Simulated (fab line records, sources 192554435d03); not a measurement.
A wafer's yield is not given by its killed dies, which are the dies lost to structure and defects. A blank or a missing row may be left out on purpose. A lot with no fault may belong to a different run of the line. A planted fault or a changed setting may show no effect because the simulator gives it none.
A struck lot beside a sound one | flow n5 finfet | 25 steps out of a route of 1938
Sound: these wafers, L836.1, L836.3, L836.4. Wafers L826.2, L826.3, L826.6 were the ones struck. The cause is named last.
At each step with rows: each side's tool, then ch and its chambers, then its first start. Under that, the readings that differ: sound wafers | struck wafers | difference of the means | sigmas: that difference in standard deviations of wafers without a fault.
alike: same words and numbers on both sides, and readings whose means sit less than 2 such deviations apart. not compared: any withheld reading, any reading some wafer has no value for, any bound like >300 that may hide the same value, and any number with overlapping values for which the record gives no deviation.
The two part at a step that has a row with sigmas, a row that says differs or no value, or rows on one side only. Numbers that don't overlap but have no deviation are shown without sigmas and don't part them. A reading that every wafer of one side lacks parts them only if that side has two wafers or more.

first, 9 steps without rows for these wafers: N5_BEOL_M0_ANNEAL_135 (time 60 s); N5_BEOL_M0_SPUTTER_141 (material Cu, target thk 4 nm, time 7.37 s); N5_BEOL_M0_ECD_118 (material Cu, target thk 300 nm); N5_BEOL_M0_ANNEAL_119 (time 90 s); N5_BEOL_M0_CMP_120 (polishes, stops on SiOC, t overpolish 6.9 s); N5_BEOL_M0_PRE_CLEAN_131 (time 15 s); N5_BEOL_M0_CO_CAP_123 (material Co, precursor CCTBA/H2, target thk 2 nm, time 102.1 s); N5_BEOL_M0_PRE_CLEAN_124 (time 15 s); N5_BEOL_M0_DEP_125 (deposits SiCN from 3MS/NH3, target thk 8 nm, time 14 s).
N5_BEOL_M1_ILD_DEP_00: deposits SiOC from DEMS/O2, target thk 79 nm, time 15.3 s.
  sound on pecvd-01 ch 0,1, day 11 04:40; struck on pecvd-02 ch 0,2, day 8 18:50
  alike: heater power w, showerhead plenum p Torr, throttle valve pct
then, 11 steps without rows for these wafers: N5_BEOL_M1_PECVD_72 (deposits SiO2 from TEOS/O2, target thk 16 nm, time 18 s); N5_BEOL_M1_HM_DEP_02 (deposits TiN, target thk 20 nm); N5_BEOL_M1_COAT_61 (time 60 s, resist thk 60 nm); N5_BEOL_M1_COAT_62 (time 60 s, resist thk 12 nm); N5_BEOL_M1_COAT_73 (time 60 s, resist thk 5 nm); N5_BEOL_M1_COAT_05 (resist thk 30 nm); N5_BEOL_M1_EBR_07; N5_BEOL_M1_SOFTBAKE_06 (time 60 s); N5_BEOL_M1_EXPOSE_08 (exposes mask M1); N5_BEOL_M1_PEB_09 (peb time 60 s); N5_BEOL_M1_DEVELOP_10 (develop time 30 s).
N5_BEOL_M1_INSPECT_13: inspects for defects (brightfield).
  sound on defect inspect-02, day 11 06:17; struck on defect inspect-02, day 8 21:05
  reading          | sound       | struck         | difference | sigmas
  raw defect count | 433 333 350 | 1149 1368 1263 | +888       | +9
then, 1 step without rows for these wafers: N5_BEOL_M1_DESCUM_16 (chemistry O2, time 7 s).
N5_BEOL_M4_RC_MEAS_101:
  sound on prober-02 ch 0, day 13 07:44; struck on prober-02 ch 0, day 10 20:37
  reading       | sound          | struck         | difference | sigmas
  SS_P (mV/dec) | 73.5 73.0 72.4 | 74.6 75.0 74.0 | +1.6       | +2
  alike: DIBL_N, DIBL_P, IOFF_N, IOFF_P, ION_N, ION_P, SS_N, VT_N, VT_P
-- a jump in the record: the struck wafers' starts before and after are 5 days apart (it breaks off in module BEOL_M4 and resumes in module PASSIVATION, where the first step shown is number 1936 of the route) --
N5_PASSIVATION_PROBE_49:
  the record has rows for the struck wafers here (prober-02, day 15 14:28) and none for the sound ones

WHERE THEY PART
At N5_BEOL_M1_INSPECT_13 first; at N5_PASSIVATION_PROBE_49 last (within this record only).

WHY: what had been put in by the simulator
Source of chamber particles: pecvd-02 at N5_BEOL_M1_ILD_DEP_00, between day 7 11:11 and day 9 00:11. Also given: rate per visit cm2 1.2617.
